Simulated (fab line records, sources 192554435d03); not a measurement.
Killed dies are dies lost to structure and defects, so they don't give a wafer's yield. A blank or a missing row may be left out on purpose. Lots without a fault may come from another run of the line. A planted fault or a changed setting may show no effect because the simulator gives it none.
fab line records | flow n5_finfet
record lots=14 wafers=42 last_day=17
route steps=1938 shown BEOL_M13@1698 BEOL_M14@1729
lots that met no fault: from a run of the same line without faults
start_h: hours from the record's first day to the start of the lot's first wafer shown | wait_h: hours since the lot's step before | " the same as in the row above | L1.1+2: a row that stands for several wafers | - no value, or no start given | * or withheld: withheld | < > ~ a bound
route shown NAME@n: a module of which the file shows steps, and the number in the route of the first | usual: mean/standard deviation of fault-free wafers | same: alike in all rows | chamber/n: place in a boat | sites: the reading at each site | _std_site: their standard deviation | _edge_site: outer sites' mean less inner sites' | radius_mm: how far each site lies from the wafer's centre | mask NAME#n: copy n | behind: the tool/chamber that last shaped the wafer | hold: why the lot was held/for how many hours/how that ended | device: the transistor (n, p or np) that didn't switch | end of line: the same wafers' tests at the end of the route | a step without rows: its recipe alone | killed: dies lost to structure and defects at the first sort, not the wafer's yield | map: a wafer's dies, x killed, . not, _ none there
set.NAME: the setting as run; set.NAME@STEP: as run at that earlier step | model.NAME: the simulator's own value behind a step, which no gauge read
steps of the route over a sample of lots; a table a step, a row a wafer
services: from which hour (start_h, from the record's first day; less than 0 if before it) a tool's chamber was out of use, for how many hours, and why
## steps
# step N5_BEOL_M13_OCD_MEAS_35
# usual trench_depth_nm=416/8.1
# columns lot.wafer tool chamber start_h wait_h trench_depth_nm
L882.1 ocd-01 - 253.39 0.0 425
L882.4 " - " " 418
L882.5 " - " " 414
L884.1 ocd-01 - 287.92 0.0 419
L884.2 " - " " 420
L884.5 " - " " 414
L888.3 ocd-02 - 292.06 0.0 409
L888.5 " - " " 407
L888.6 " - " " 428
L886.2 ocd-02 - 293.89 0.0 416
L886.3 " - " " 406
L886.5 " - " " 395
L889.1 ocd-01 - 303.81 0.0 425
L889.2 " - " " 421
L889.6 " - " " 425
L890.1 ocd-02 - 312.89 0.0 424
L890.4 " - " " 405
L890.5 " - " " 421
L892.3 ocd-01 - 325.70 0.0 392
L892.4 " - " " 416
L892.5 " - " " 415
L893.2 ocd-01 - 328.50 0.0 417
L893.3 " - " " 416
L893.5 " - " " 416
L894.3 ocd-02 - 328.92 0.0 427
L894.5 " - " " 412
L894.6 " - " " 419
L896.2 ocd-02 - 345.42 0.0 422
L896.3 " - " " 410
L896.4 " - " " 401
L897.1 ocd-02 - 346.02 0.0 420
L897.2 " - " " 404
L897.4 " - " " 417
L898.1 ocd-01 - 351.24 0.0 416
L898.2 " - " " 420
L898.3 " - " " 408
L901.2 ocd-02 - 364.74 0.0 426
L901.3 " - " " 421
L901.6 " - " " 413
L900.1 ocd-01 - 381.23 0.0 413
L900.4 " - " " 424
L900.5 " - " " 415
# step N5_BEOL_M13_SPUTTER_45
# recipe material=Cu target_thk_a=800 temp_c=-20 bias_v=60 power_w=26000 chamber_pressure_pa=0.13 time_s=13.33
# usual chuck_sensor_temp_C=-16.1/0.42 substrate_temp_c=-19.99/0.11 throttle_valve_pct=29.4/1.1
# columns lot.wafer tool chamber start_h wait_h chuck_sensor_temp_C substrate_temp_c throttle_valve_pct
L882.1 pvd_sputter-01 - 256.20 0.0 -16.3 -19.91 29.6
L882.4 " - " " -16.3 -19.94 27.4
L882.5 " - " " -16.3 -19.99 29.4
L884.1 pvd_sputter-03 - 290.81 0.0 -15.3 -20.11 27.4
L884.2 " - " " -15.5 -19.93 30.4
L884.5 " - " " -15.5 -20.01 27.3
L888.3 pvd_sputter-01 - 293.22 0.0 -16.2 -20.07 29.3
L888.5 " - " " -16.4 -19.96 29.7
L888.6 " - " " -16.4 -19.98 27.4
L886.2 pvd_sputter-01 - 297.39 0.0 -16.5 -19.90 30.2
L886.3 " - " " -16.5 -20.01 29.6
L886.5 " - " " -16.5 -19.95 29.9
L889.1 pvd_sputter-01 - 306.62 0.0 -16.3 -20.18 29.9
L889.2 " - " " -16.3 -20.06 30.6
L889.6 " - " " -16.2 -19.73 29.6
L890.1 pvd_sputter-01 - 315.24 0.0 -16.3 -19.83 27.1
L890.4 " - " " -16.5 -20.10 30.1
L890.5 " - " " -16.4 -19.84 30.3
L892.3 pvd_sputter-01 - 327.25 0.0 -16.5 -19.84 30.6
L892.4 " - " " -16.4 -19.97 29.9
L892.5 " - " " -16.4 -19.83 30.3
L893.2 pvd_sputter-03 - 332.36 0.0 -15.7 -20.17 30.2
L893.3 " - " " -15.5 -19.92 27.4
L893.5 " - " " -15.5 -19.93 29.2
L894.3 pvd_sputter-01 - 332.71 0.0 -16.2 -20.09 29.3
L894.5 " - " " -16.6 -20.06 30.4
L894.6 " - " " -16.5 -20.20 29.9
L896.2 pvd_sputter-03 - 348.56 0.0 -15.9 -20.03 30.1
L896.3 " - " " -15.8 -20.04 29.3
L896.4 " - " " -16.5 -19.90 29.4
L897.1 pvd_sputter-03 - 351.00 0.0 -15.6 -20.09 30.2
L897.2 " - " " -15.5 -20.14 27.2
L897.4 " - " " -15.7 -20.00 29.5
L898.1 pvd_sputter-03 - 352.82 0.0 -15.8 -19.80 29.3
L898.2 " - " " -15.4 -20.04 27.4
L898.3 " - " " -15.5 -19.98 30.3
L901.2 pvd_sputter-03 - 369.63 0.0 -16.3 -19.88 29.8
L901.3 " - " " -15.6 -19.99 30.1
L901.6 " - " " -16.4 -19.96 29.8
L900.1 pvd_sputter-01 - 383.24 0.0 -16.1 -19.98 27.6
L900.4 " - " " -16.2 -19.92 30.0
L900.5 " - " " -16.4 -20.01 27.4
# step N5_BEOL_M14_DESCUM_15
# recipe chemistry=O2 time_s=7.9 source_power_w=50 bias_power_w=20 pressure_mtorr=20 rf_frequency_hz=2.712e+07 temp_c=40 o2_flow_sccm=225
# usual drypump_motor_current_A=5.7/0.52 o2_flow_sccm=225.0/0.78 oes_product_au=0.78/0.075 rf_fwd_power_W=49.44/0.22 rf_vpp_V=242.9/1.3 showerhead_plenum_p_Torr=2.09/0.059 throttle_valve_pct=20.49/0.24
# columns lot.wafer tool chamber start_h wait_h drypump_motor_current_A o2_flow_sccm oes_product_au rf_fwd_power_W rf_hours_counter_h rf_vpp_V showerhead_plenum_p_Torr throttle_valve_pct
L882.1 rie_diel-04 1 257.85 0.0 6.0 225.1 0.69 49.80 245 241.9 2.08 20.98
L882.4 " 2 " " 6.2 224.7 0.83 49.48 75 241.9 2.02 20.13
L882.5 " 0 " " 6.8 225.6 0.69 49.23 - 240.1 1.98 20.85
L884.1 rie_diel-01 1 292.64 0.2 5.4 224.7 0.78 49.44 106 244.4 2.13 20.49
L884.2 " 3 " " 6.2 225.6 0.78 49.00 96 243.3 2.10 19.99
L884.5 " 1 " " 5.4 225.2 0.78 49.59 - 243.1 2.13 20.46
L888.3 rie_diel-02 3 294.87 0.0 5.1 224.2 0.70 49.49 222 242.1 2.05 20.79
L888.5 " 1 " " 6.6 224.3 0.70 49.53 - 242.8 2.07 20.72
L888.6 " 2 " " 5.9 225.5 0.72 49.32 - 244.9 2.15 20.49
L886.2 rie_diel-01 2 299.35 0.0 5.2 224.5 0.75 49.63 131 240.6 2.02 20.51
L886.3 " 3 " " 6.3 224.2 0.77 49.63 99 242.9 2.10 20.00
L886.5 " 3 " " 6.2 223.5 0.77 49.08 - 244.8 2.10 19.98
L889.1 rie_diel-01 1 308.42 0.0 5.5 227.1 0.77 49.80 111 243.0 2.13 20.48
L889.2 " 0 " " 5.3 225.1 0.82 49.65 88 242.9 2.11 20.48
L889.6 " 2 " " 5.1 225.7 0.75 49.46 - 242.5 2.02 20.51
L890.1 rie_diel-04 2 316.89 0.0 6.1 225.7 0.81 49.62 100 241.6 2.01 20.15
L890.4 " 1 " " 6.1 223.3 0.95 49.74 11 243.0 2.07 20.65
L890.5 " 2 " " 6.1 225.6 0.81 49.33 - 240.9 2.01 20.15
L892.3 rie_diel-04 1 328.90 0.0 6.0 225.4 0.93 49.51 17 242.2 2.07 20.66
L892.4 " 2 " " 6.1 226.1 0.80 49.40 - 240.2 2.01 20.19
L892.5 " 3 " " 5.3 223.6 0.71 49.31 - 243.4 1.99 20.70
L893.2 rie_diel-01 0 335.00 0.2 5.3 225.0 0.80 49.67 96 243.8 2.11 20.48
L893.3 " 1 " " 5.5 226.0 0.77 49.95 120 242.7 2.13 20.47
L893.5 " 1 " " 5.5 225.8 0.77 49.68 - 243.1 2.13 20.48
L894.3 rie_diel-01 2 335.63 0.1 5.1 223.6 0.75 49.78 144 241.9 2.02 20.54
L894.5 " 3 " " 6.2 225.7 0.77 48.93 - 245.0 2.10 20.01
L894.6 " 0 " " 5.3 225.5 0.81 49.47 - 241.9 2.11 20.48
L896.2 rie_diel-04 0 350.38 0.0 6.8 225.5 0.98 49.08 5 243.0 2.24 20.54
L896.3 " 1 " " 6.0 225.4 0.92 49.30 24 242.1 2.07 20.66
L896.4 " 3 " " 5.3 224.8 0.71 49.67 231 241.3 1.99 20.73
L897.1 rie_diel-02 3 352.77 0.0 5.0 226.0 0.69 49.24 242 242.4 2.04 20.82
L897.2 " 1 " " 6.6 225.5 0.68 49.39 229 241.5 2.06 20.74
L897.4 " 0 " " 5.6 224.6 0.85 49.52 42 243.3 2.15 20.52
L898.1 rie_diel-01 2 355.30 0.0 5.1 224.7 0.73 49.46 152 241.5 2.01 20.56
L898.2 " 1 " " 5.4 223.9 0.76 49.53 129 242.9 2.13 20.52
L898.3 " 3 " " 6.3 225.5 0.76 48.97 118 242.8 2.09 20.03
L901.2 rie_diel-02 1 371.51 0.0 6.6 226.5 0.67 49.35 235 243.8 2.06 20.76
L901.3 " 3 " " 5.1 224.3 0.68 49.14 249 242.2 2.04 20.83
L901.6 " 3 " " 5.0 224.7 0.69 48.98 - 242.5 2.04 20.82
L900.1 rie_diel-04 1 385.06 0.0 6.0 224.4 0.89 49.18 35 242.0 2.06 20.71
L900.4 " 2 " " 6.1 223.7 0.78 49.60 126 242.0 2.00 20.19
L900.5 " 0 " " 6.8 225.7 0.93 49.46 - 245.4 2.23 20.55
# step N5_BEOL_M14_EXPOSE_25
# recipe mask_id=M14 na=0.8 source_shape=annular sigma_inner=0.5 sigma_outer=0.8 polarization=unpolarized target_cd_nm=280 dose_mj=26.6
# usual exposure_dose_mJ_cm2=26.592/0.029 focus_offset_nm=0.1/0.47 stage_vel_mm_s=499.97/0.25
# columns lot.wafer tool chamber start_h wait_h mask exposure_dose_mJ_cm2 focus_offset_nm stage_vel_mm_s
L882.1 krf_scanner-01 0 258.44 - M14#0 26.605 0.7 500.08
L882.4 " 0 " " M14#0 26.624 0.4 500.06
L882.5 " 0 " " M14#0 26.632 -0.1 500.46
L884.1 krf_scanner-02 - 293.26 - M14#0 - - -
L884.2 " - " " M14#0 - - -
L884.5 " - " " M14#0 - - -
L888.3 krf_scanner-02 - 295.48 - M14#0 - - -
L888.5 " - " " M14#0 - - -
L888.6 " - " " M14#0 - - -
L886.2 krf_scanner-01 0 299.94 - M14#0 26.571 0.5 500.08
L886.3 " 0 " " M14#0 26.559 0.6 500.18
L886.5 " 0 " " M14#0 26.576 1.6 499.81
L889.1 krf_scanner-01 0 309.01 - M14#0 26.572 -0.3 500.08
L889.2 " 0 " " M14#0 26.627 -0.1 499.58
L889.6 " 0 " " M14#0 26.616 -0.1 500.01
L890.1 krf_scanner-02 0 317.60 - M14#0 26.614 0.9 499.94
L890.4 " 0 " " M14#0 26.570 0.7 500.07
L890.5 " 0 " " M14#0 26.634 0.8 500.02
L892.3 krf_scanner-01 0 329.62 - M14#0 26.586 -0.1 500.14
L892.4 " 0 " " M14#0 26.611 0.1 499.66
L892.5 " 0 " " M14#0 26.594 0.0 499.85
L893.2 krf_scanner-02 0 335.72 - M14#0 26.588 0.0 500.13
L893.3 " 0 " " M14#0 26.627 -0.3 500.08
L893.5 " 0 " " M14#0 26.624 0.1 500.26
L894.3 krf_scanner-02 0 336.24 - M14#0 26.563 -0.2 499.54
L894.5 " 0 " " M14#0 26.562 0.2 499.78
L894.6 " 0 " " M14#0 26.561 -0.5 499.86
L896.2 krf_scanner-02 0 351.10 - M14#0 26.618 0.2 500.15
L896.3 " 0 " " M14#0 26.635 -0.1 500.12
L896.4 " 0 " " M14#0 26.639 -0.3 500.23
L897.1 krf_scanner-02 0 353.36 - M14#0 26.598 0.3 499.76
L897.2 " 0 " " M14#0 26.603 -0.2 500.06
L897.4 " 0 " " M14#0 26.591 -0.6 499.84
L898.1 krf_scanner-02 0 355.89 - M14#0 26.569 0.0 500.46
L898.2 " 0 " " M14#0 26.643 -0.2 500.00
L898.3 " 0 " " M14#0 26.577 -0.2 499.82
L901.2 krf_scanner-01 0 372.24 - M14#0 26.529 -0.3 500.40
L901.3 " 0 " " M14#0 26.585 -0.8 500.17
L901.6 " 0 " " M14#0 26.567 0.5 499.89
L900.1 krf_scanner-02 0 385.77 - M14#0 26.624 -0.9 500.58
L900.4 " 0 " " M14#0 26.596 -1.0 500.22
L900.5 " 0 " " M14#0 26.614 -0.6 500.23
## services
# columns tool chamber start_h hours kind
krf_scanner-01 - 234.47 1.3 pm
krf_scanner-02 - 235.80 0.8 pm
krf_scanner-02 - 238.43 6.0 pm
krf_scanner-02 - 254.91 1.3 pm
krf_scanner-01 - 263.26 0.8 pm
krf_scanner-02 - 263.46 1.1 repair
rie_diel-02 0 269.78 9.7 repair
rie_diel-01 - 271.78 1.1 repair
rie_diel-04 1 272.31 - clean
rie_diel-04 1 272.31 - consumable_replace:focus_ring
rie_diel-04 1 272.31 14.9 scheduled_down
rie_diel-04 1 272.31 14.9 vent_cycle
krf_scanner-01 - 281.18 1.0 pm
krf_scanner-01 - 289.88 4.0 pm
krf_scanner-02 - 304.68 12.1 repair
pvd_sputter-01 - 306.96 5.3 repair
rie_diel-04 0 317.81 - clean
rie_diel-04 0 317.81 - consumable_replace:focus_ring
krf_scanner-02 - 342.81 0.6 repair
pvd_sputter-01 - 347.23 7.8 repair
krf_scanner-01 - 350.69 0.3 repair
krf_scanner-02 - 361.06 1.0 pm
pvd_sputter-01 - 365.53 1.5 repair
rie_diel-02 1 377.66 3.6 repair
## key
first_sign step=N5_BEOL_M14_EXPOSE_25 reading=tool_record direction=missing
effect none on later readings
met_at N5_BEOL_M14_EXPOSE_25
struck_lots L884,L888
later_rows_left_out L884.1,L884.2,L884.5,L888.3,L888.5,L888.6
sort_left_out L884.1,L884.2,L884.5,L888.3,L888.5,L888.6
not_acting_at N5_BEOL_M13_OCD_MEAS_35,N5_BEOL_M13_SPUTTER_45,N5_BEOL_M14_DESCUM_15
earlier_fault kind=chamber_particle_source tool=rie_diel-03 chamber=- onset_h=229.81 steps=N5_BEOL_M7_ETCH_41 rate_per_visit_cm2=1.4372 until_the_next_wet_clean=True
earlier_fault kind=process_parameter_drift tool=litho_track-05 chamber=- onset_h=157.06 steps=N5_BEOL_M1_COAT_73 channel=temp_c offset=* shape=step acts_in=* stated=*
fault kind=skipped_step_whole tool=krf_scanner-02 chamber=- onset_h=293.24 steps=N5_BEOL_M14_EXPOSE_25 scope=struck_lots_only
# sort_left_out: the simulated sort isn't trusted on such a fault, so these wafers' sort isn't shown, and their yield isn't known
# later_rows_left_out: the simulator's readings of these wafers behind a module that went badly wrong aren't trusted and aren't shown, but for the sort
